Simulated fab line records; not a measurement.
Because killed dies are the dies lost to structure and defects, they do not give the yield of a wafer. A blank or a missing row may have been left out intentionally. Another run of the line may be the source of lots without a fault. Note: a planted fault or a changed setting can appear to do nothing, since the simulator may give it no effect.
Chamber matching -- flow nand_harc -- 4 sister chambers for NHARC_THIN_TSV_CMP_01 on cmp-04
The step polishes. 4 wafers are shown with their chamber, then 7 later ones without.

EACH WAFER AND ITS CHAMBER
wafer,chamber,motor_current_A (A)
L899.2,1,11.7
L902.2,3,12.4
L911.1,2,12.9
L911.2,0,12.5

WAFERS WITH NO CHAMBER GIVEN
wafer,motor_current_A (A)
L911.3,10.6
L916.2,11.9
L916.4,12.0
L916.6,12.5
L918.1,11.1
L918.2,13.0
L918.3,12.2

CHAMBER TAKEN BY EACH
wafer,from the rows above,in truth
L911.3,can't be placed: 1 or 3 or 0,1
L916.2,can't be placed: 1 or 3 or 0 or 2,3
L916.4,can't be placed: 1 or 3 or 0 or 2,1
L916.6,can't be placed: 0 or 3 or 2 or 1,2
L918.1,can't be placed: 1 or 3 or 0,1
L918.2,can't be placed: 2 or 0 or 3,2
L918.3,can't be placed: 3 or 0 or 1 or 2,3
Correct placement for 0 of the 7. From these rows, 7 cannot be placed; in 7 the true chamber is one of the candidates. 0 placed wrongly.
How it was worked out, from the rows above alone: a wafer's distance from a chamber is the root of the sum, over the readings, of the square of ((its reading less the chamber's mean) divided by the reading's scatter). If the next closest chamber is less than 2 further off than the closest, the wafer can't be placed; otherwise it belongs to the closest. For every chamber, the mean is computed from those of its wafers that are shown. The scatter: with one shown wafer a chamber, the root of the mean of the squares of how far each hidden wafer lies from its nearest shown one.
